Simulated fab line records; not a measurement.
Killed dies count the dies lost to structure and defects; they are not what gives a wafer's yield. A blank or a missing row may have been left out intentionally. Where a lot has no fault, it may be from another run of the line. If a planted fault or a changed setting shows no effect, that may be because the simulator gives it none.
The tool behind it: which one? / flow nand harc / Sampling: 11 lots, 33 wafers, 6 of 1159 route steps

== WHAT THE GAUGES SHOWED, per wafer ==
NHARC_P_GATE_CD_MEAS_46: the cd target is 720 nm. Usual: cd nm at 720.8 nm, with a standard deviation of 1.7.
lot=L627; measured=day 5 17:26; on=cd sem-01; cd nm (nm)=- - -; flag=OFF
lot=L628; measured=day 5 19:35; on=cd sem-03; cd nm (nm)=722.0 720.8 722.8; flag=
lot=L637; measured=day 8 13:16; on=cd sem-03; cd nm (nm)=720.1 720.1 722.6; flag=
lot=L638; measured=day 8 13:07; on=cd sem-03; cd nm (nm)=721.8 722.4 720.4; flag=
lot=L639; measured=day 8 21:07; on=cd sem-02; cd nm (nm)=722.0 721.1 719.4; flag=
lot=L640; measured=day 9 01:35; on=cd sem-01; cd nm (nm)=719.0 719.7 720.3; flag=
lot=L642; measured=day 9 07:04; on=cd sem-01; cd nm (nm)=719.0 719.3 721.3; flag=
lot=L641; measured=day 9 10:01; on=cd sem-02; cd nm (nm)=722.0 722.9 721.3; flag=
lot=L643; measured=day 9 16:55; on=cd sem-01; cd nm (nm)=720.2 717.5 721.3; flag=
lot=L645; measured=day 10 05:46; on=cd sem-01; cd nm (nm)=723.0 720.5 719.1; flag=
lot=L647; measured=day 10 09:11; on=cd sem-02; cd nm (nm)=719.4 723.3 719.5; flag=

NHARC_END_SORT_01. Usual: killed at array 29, standard deviation 13; killed at other 0.7, standard deviation 1; killed at periphery 3.2, standard deviation 2.3; killed dies 33, standard deviation 13; killed open 3.3, standard deviation 1.7; killed short 2.0, standard deviation 1.5.
lot=L627; measured=day 20 00:19; on=prober-01; killed at array=19 18 32; killed at other=0 1 0; killed at periphery=658 658 645; killed dies=677 677 677; killed open=2 2 3; killed short=2 3 2; flag=OFF
lot=L640; measured=day 23 02:31; on=prober-02; killed at array=44 42 46; killed at other=0 0 0; killed at periphery=1 5 2; killed dies=45 47 48; killed open=3 4 3; killed short=1 3 1; flag=
lot=L642; measured=day 23 17:43; on=prober-02; killed at array=30 28 38; killed at other=0 2 1; killed at periphery=3 7 6; killed dies=33 37 45; killed open=3 6 3; killed short=3 5 2; flag=

== EACH LOT AND THE TOOL THAT RAN IT (in order: tool; ch and the chambers of the sampled wafers; start) ==
lot=L627; NHARC_P_GATE_DESCUM_31=rie diel-11 ch 0,1,3, day 5 05:43; NHARC_P_GATE_ETCH_104=rie diel-11 ch 2,3, day 5 05:47; NHARC_P_GATE_STRIP_101=rie diel-01 ch 0,2,3, day 5 16:31; NHARC_P_GATE_EXPOSE_43=krf scanner-03 ch 0, day 5 17:17
lot=L628; NHARC_P_GATE_DESCUM_31=rie diel-01 ch 0,2,3, day 5 06:14; NHARC_P_GATE_ETCH_104=rie diel-01 ch 1,2,3, day 5 06:19; NHARC_P_GATE_STRIP_101=rie diel-01 ch 0,1,2, day 5 18:39; NHARC_P_GATE_EXPOSE_43=krf scanner-04 ch 0, day 5 19:26
lot=L637; NHARC_P_GATE_DESCUM_31=rie diel-01 ch 0,1,2, day 8 01:04; NHARC_P_GATE_ETCH_104=rie diel-01 ch 1,2,3, day 8 01:08; NHARC_P_GATE_STRIP_101=rie diel-01 ch 1,2, day 8 12:20; NHARC_P_GATE_EXPOSE_43=krf scanner-02 ch 0, day 8 13:07
lot=L638; NHARC_P_GATE_DESCUM_31=rie diel-09 ch 0,1,3, day 8 01:17; NHARC_P_GATE_ETCH_104=rie diel-09 ch 0,2,3, day 8 01:23; NHARC_P_GATE_STRIP_101=rie diel-09 ch 0,1,3, day 8 12:19; NHARC_P_GATE_EXPOSE_43=krf scanner-03 ch 0, day 8 12:57
lot=L639; NHARC_P_GATE_DESCUM_31=rie diel-09 ch 0,2,3, day 8 09:12; NHARC_P_GATE_ETCH_104=rie diel-09 ch 0,2,3, day 8 09:17; NHARC_P_GATE_STRIP_101=rie diel-11 ch 0,2,3, day 8 20:12; NHARC_P_GATE_EXPOSE_43=krf scanner-03 ch 0, day 8 20:58
lot=L640; NHARC_P_GATE_DESCUM_31=rie diel-11 ch 0,1,3, day 8 13:43; NHARC_P_GATE_ETCH_104=rie diel-11 ch 0,3, day 8 13:50; NHARC_P_GATE_STRIP_101=rie diel-01 ch 0,1,2, day 9 00:40; NHARC_P_GATE_EXPOSE_43=krf scanner-02 ch 0, day 9 01:26
lot=L642; NHARC_P_GATE_DESCUM_31=rie diel-11 ch 0,1,3, day 8 19:14; NHARC_P_GATE_ETCH_104=rie diel-11 ch 0,1, day 8 19:17; NHARC_P_GATE_STRIP_101=rie diel-01 ch 1,2, day 9 06:16; NHARC_P_GATE_EXPOSE_43=krf scanner-02 ch 0, day 9 06:55
lot=L641; NHARC_P_GATE_DESCUM_31=rie diel-09 ch 0,3, day 8 19:58; NHARC_P_GATE_ETCH_104=rie diel-09 ch 0,3, day 8 20:17; NHARC_P_GATE_STRIP_101=rie diel-01 ch 1,3, day 9 09:06; NHARC_P_GATE_EXPOSE_43=krf scanner-03 ch 0, day 9 09:52
lot=L643; NHARC_P_GATE_DESCUM_31=rie diel-09 ch 0,1,2, day 9 04:06; NHARC_P_GATE_ETCH_104=rie diel-09 ch 1,2,3, day 9 04:28; NHARC_P_GATE_STRIP_101=rie diel-11 ch 0,1,2, day 9 16:07; NHARC_P_GATE_EXPOSE_43=krf scanner-03 ch 0, day 9 16:46
lot=L645; NHARC_P_GATE_DESCUM_31=rie diel-01 ch 1,2, day 9 17:44; NHARC_P_GATE_ETCH_104=rie diel-01 ch 1,2, day 9 17:51; NHARC_P_GATE_STRIP_101=rie diel-11 ch 1,3, day 10 04:50; NHARC_P_GATE_EXPOSE_43=krf scanner-03 ch 0, day 10 05:36
lot=L647; NHARC_P_GATE_DESCUM_31=rie diel-11 ch 0,2,3, day 9 21:28; NHARC_P_GATE_ETCH_104=rie diel-11 ch 0,1,2, day 9 21:32; NHARC_P_GATE_STRIP_101=rie diel-01 ch 0,2,3, day 10 08:18; NHARC_P_GATE_EXPOSE_43=krf scanner-03 ch 0, day 10 09:01
- NHARC_P_GATE_DESCUM_31: chemistry O2, time 3 s.
- NHARC_P_GATE_ETCH_104: etches the open film in CF4/CHF3, target depth 60 nm.
- NHARC_P_GATE_STRIP_101: strips in O2, time 20 s.
- NHARC_P_GATE_EXPOSE_43: exposes mask P NSD, target cd 720 nm.

== WHAT THE TOOLS THEMSELVES READ (means of the sampled wafers that have a number; where no wafer has one, the mark that the record gives instead) ==
NHARC_P_GATE_DESCUM_31. Usual: drypump motor current A 5.5 A, standard deviation 0.31; oes product au 1.000 a.u., standard deviation 0.0098; rf vpp V 57.7 V, standard deviation 0.89; showerhead plenum p Torr 1.91 Torr, standard deviation 0.089; throttle valve pct 11.311 %, standard deviation 0.0099.
lot=L627; tool=rie diel-11; drypump motor current A (A)=5.5; oes product au (a.u.)=0.991; rf vpp V (V)=57.7; showerhead plenum p Torr (Torr)=1.88; throttle valve pct (%)=11.313; flag=
lot=L628; tool=rie diel-01; drypump motor current A (A)=5.4; oes product au (a.u.)=0.996; rf vpp V (V)=58.2; showerhead plenum p Torr (Torr)=1.97; throttle valve pct (%)=11.317; flag=
lot=L637; tool=rie diel-01; drypump motor current A (A)=5.6; oes product au (a.u.)=0.995; rf vpp V (V)=58.4; showerhead plenum p Torr (Torr)=1.99; throttle valve pct (%)=11.305; flag=
lot=L638; tool=rie diel-09; drypump motor current A (A)=5.5; oes product au (a.u.)=1.007; rf vpp V (V)=57.4; showerhead plenum p Torr (Torr)=1.93; throttle valve pct (%)=11.315; flag=
lot=L639; tool=rie diel-09; drypump motor current A (A)=5.5; oes product au (a.u.)=0.991; rf vpp V (V)=56.8; showerhead plenum p Torr (Torr)=1.90; throttle valve pct (%)=11.307; flag=
lot=L640; tool=rie diel-11; drypump motor current A (A)=5.4; oes product au (a.u.)=0.994; rf vpp V (V)=56.9; showerhead plenum p Torr (Torr)=1.88; throttle valve pct (%)=11.318; flag=
lot=L642; tool=rie diel-11; drypump motor current A (A)=5.5; oes product au (a.u.)=1.005; rf vpp V (V)=57.9; showerhead plenum p Torr (Torr)=1.88; throttle valve pct (%)=11.312; flag=
lot=L641; tool=rie diel-09; drypump motor current A (A)=5.3; oes product au (a.u.)=1.008; rf vpp V (V)=57.8; showerhead plenum p Torr (Torr)=1.91; throttle valve pct (%)=11.317; flag=
lot=L643; tool=rie diel-09; drypump motor current A (A)=5.4; oes product au (a.u.)=1.007; rf vpp V (V)=57.4; showerhead plenum p Torr (Torr)=1.88; throttle valve pct (%)=11.312; flag=
lot=L645; tool=rie diel-01; drypump motor current A (A)=5.6; oes product au (a.u.)=1.007; rf vpp V (V)=58.3; showerhead plenum p Torr (Torr)=2.04; throttle valve pct (%)=11.317; flag=
lot=L647; tool=rie diel-11; drypump motor current A (A)=5.7; oes product au (a.u.)=0.999; rf vpp V (V)=57.2; showerhead plenum p Torr (Torr)=1.89; throttle valve pct (%)=11.314; flag=

NHARC_P_GATE_ETCH_104. Usual: drypump motor current A 5.5 A, standard deviation 0.31; oes product au 0.948 a.u., standard deviation 0.02; rf fwd power W 492.4 W, standard deviation 2.4; rf vpp V 370.8 V, standard deviation 2.3; showerhead plenum p Torr 1.58 Torr, standard deviation 0.066; throttle valve pct 16.802 %, standard deviation 0.0097.
lot=L627; tool=rie diel-11; drypump motor current A (A)=5.7; oes product au (a.u.)=0.958; rf fwd power W (W)=491.7; rf vpp V (V)=370.9; showerhead plenum p Torr (Torr)=1.59; throttle valve pct (%)=16.804; flag=
lot=L628; tool=rie diel-01; drypump motor current A (A)=5.4; oes product au (a.u.)=0.963; rf fwd power W (W)=491.1; rf vpp V (V)=370.5; showerhead plenum p Torr (Torr)=1.58; throttle valve pct (%)=16.805; flag=
lot=L637; tool=rie diel-01; drypump motor current A (A)=5.4; oes product au (a.u.)=0.948; rf fwd power W (W)=493.0; rf vpp V (V)=372.9; showerhead plenum p Torr (Torr)=1.65; throttle valve pct (%)=16.805; flag=
lot=L638; tool=rie diel-09; drypump motor current A (A)=5.6; oes product au (a.u.)=0.952; rf fwd power W (W)=493.3; rf vpp V (V)=370.6; showerhead plenum p Torr (Torr)=1.56; throttle valve pct (%)=16.799; flag=
lot=L639; tool=rie diel-09; drypump motor current A (A)=5.5; oes product au (a.u.)=0.968; rf fwd power W (W)=493.0; rf vpp V (V)=370.4; showerhead plenum p Torr (Torr)=1.56; throttle valve pct (%)=16.789; flag=
lot=L640; tool=rie diel-11; drypump motor current A (A)=5.6; oes product au (a.u.)=0.945; rf fwd power W (W)=491.7; rf vpp V (V)=368.1; showerhead plenum p Torr (Torr)=1.52; throttle valve pct (%)=16.807; flag=
lot=L642; tool=rie diel-11; drypump motor current A (A)=5.2; oes product au (a.u.)=0.921; rf fwd power W (W)=493.8; rf vpp V (V)=370.6; showerhead plenum p Torr (Torr)=1.58; throttle valve pct (%)=16.795; flag=
lot=L641; tool=rie diel-09; drypump motor current A (A)=5.6; oes product au (a.u.)=0.925; rf fwd power W (W)=492.4; rf vpp V (V)=372.1; showerhead plenum p Torr (Torr)=1.60; throttle valve pct (%)=16.799; flag=
lot=L643; tool=rie diel-09; drypump motor current A (A)=5.7; oes product au (a.u.)=0.937; rf fwd power W (W)=493.8; rf vpp V (V)=370.7; showerhead plenum p Torr (Torr)=1.57; throttle valve pct (%)=16.802; flag=
lot=L645; tool=rie diel-01; drypump motor current A (A)=5.6; oes product au (a.u.)=0.940; rf fwd power W (W)=491.5; rf vpp V (V)=373.7; showerhead plenum p Torr (Torr)=1.67; throttle valve pct (%)=16.799; flag=
lot=L647; tool=rie diel-11; drypump motor current A (A)=5.5; oes product au (a.u.)=0.968; rf fwd power W (W)=494.0; rf vpp V (V)=371.9; showerhead plenum p Torr (Torr)=1.58; throttle valve pct (%)=16.801; flag=

NHARC_P_GATE_STRIP_101. Usual: drypump motor current A 5.52 A, standard deviation 0.28; oes product au 0.998 a.u., standard deviation 0.0088; rf vpp V 57.8 V, standard deviation 0.91; showerhead plenum p Torr 3.57 Torr, standard deviation 0.15; throttle valve pct 17.036 %, standard deviation 0.0088.
lot=L627; tool=rie diel-01; drypump motor current A (A)=5.40; oes product au (a.u.)=1.004; rf vpp V (V)=57.4; showerhead plenum p Torr (Torr)=3.63; throttle valve pct (%)=17.036; flag=
lot=L628; tool=rie diel-01; drypump motor current A (A)=5.61; oes product au (a.u.)=1.003; rf vpp V (V)=58.1; showerhead plenum p Torr (Torr)=3.49; throttle valve pct (%)=17.031; flag=
lot=L637; tool=rie diel-01; drypump motor current A (A)=5.66; oes product au (a.u.)=0.995; rf vpp V (V)=57.6; showerhead plenum p Torr (Torr)=3.74; throttle valve pct (%)=17.030; flag=
lot=L638; tool=rie diel-09; drypump motor current A (A)=5.53; oes product au (a.u.)=0.997; rf vpp V (V)=57.9; showerhead plenum p Torr (Torr)=3.56; throttle valve pct (%)=17.037; flag=
lot=L639; tool=rie diel-11; drypump motor current A (A)=5.72; oes product au (a.u.)=1.004; rf vpp V (V)=57.8; showerhead plenum p Torr (Torr)=3.49; throttle valve pct (%)=17.043; flag=
lot=L640; tool=rie diel-01; drypump motor current A (A)=5.60; oes product au (a.u.)=0.995; rf vpp V (V)=58.1; showerhead plenum p Torr (Torr)=3.66; throttle valve pct (%)=17.040; flag=
lot=L642; tool=rie diel-01; drypump motor current A (A)=5.67; oes product au (a.u.)=0.993; rf vpp V (V)=58.1; showerhead plenum p Torr (Torr)=3.69; throttle valve pct (%)=17.037; flag=
lot=L641; tool=rie diel-01; drypump motor current A (A)=5.43; oes product au (a.u.)=0.985; rf vpp V (V)=57.7; showerhead plenum p Torr (Torr)=3.76; throttle valve pct (%)=17.034; flag=
lot=L643; tool=rie diel-11; drypump motor current A (A)=5.51; oes product au (a.u.)=1.003; rf vpp V (V)=56.5; showerhead plenum p Torr (Torr)=3.55; throttle valve pct (%)=17.036; flag=
lot=L645; tool=rie diel-11; drypump motor current A (A)=5.28; oes product au (a.u.)=1.001; rf vpp V (V)=58.1; showerhead plenum p Torr (Torr)=3.59; throttle valve pct (%)=17.035; flag=
lot=L647; tool=rie diel-01; drypump motor current A (A)=5.44; oes product au (a.u.)=1.002; rf vpp V (V)=58.2; showerhead plenum p Torr (Torr)=3.61; throttle valve pct (%)=17.039; flag=

NHARC_P_GATE_EXPOSE_43. Usual: stage vel mm s 499.99 mm/s, standard deviation 0.23.
lot=L627; tool=krf scanner-03; stage vel mm s (mm/s)=500.34; flag=
lot=L628; tool=krf scanner-04; stage vel mm s (mm/s)=500.14; flag=
lot=L637; tool=krf scanner-02; stage vel mm s (mm/s)=499.70; flag=
lot=L638; tool=krf scanner-03; stage vel mm s (mm/s)=500.03; flag=
lot=L639; tool=krf scanner-03; stage vel mm s (mm/s)=499.69; flag=
lot=L640; tool=krf scanner-02; stage vel mm s (mm/s)=500.16; flag=
lot=L642; tool=krf scanner-02; stage vel mm s (mm/s)=500.21; flag=
lot=L641; tool=krf scanner-03; stage vel mm s (mm/s)=499.79; flag=
lot=L643; tool=krf scanner-03; stage vel mm s (mm/s)=499.99; flag=
lot=L645; tool=krf scanner-03; stage vel mm s (mm/s)=499.80; flag=
lot=L647; tool=krf scanner-03; stage vel mm s (mm/s)=500.14; flag=

== THE ANSWER, worked out from the rows above alone ==
Rule: a lot counts as off when the mean over its wafers that have a number is more than 3 standard deviations away from the usual mean. Also off: a lot with no number at a reading for which 4 or more lots have one. Where the step has rows for the other lots, those lots are counted as sound. After the gauges, taken in route order, come the tools' own readings; for these a lot's mean is taken, as printed above. The first step at which some lot is off is used, and at that step the reading that is off furthest; a lot without a number counts as furthest.
Off, at NHARC_P_GATE_CD_MEAS_46 on cd nm: L627. Without a number there: L627.
A tool fits if, at a process step before that reading, it ran every lot that is off, and no sound lot after the first of them. The gauges at NHARC_P_GATE_CD_MEAS_46 aren't tried: what is off there is off at NHARC_END_SORT_01 too, on other tools, and a gauge's error can't cause that. None of those tried fits.

== WHAT WAS PUT IN BY THE SIMULATOR ==
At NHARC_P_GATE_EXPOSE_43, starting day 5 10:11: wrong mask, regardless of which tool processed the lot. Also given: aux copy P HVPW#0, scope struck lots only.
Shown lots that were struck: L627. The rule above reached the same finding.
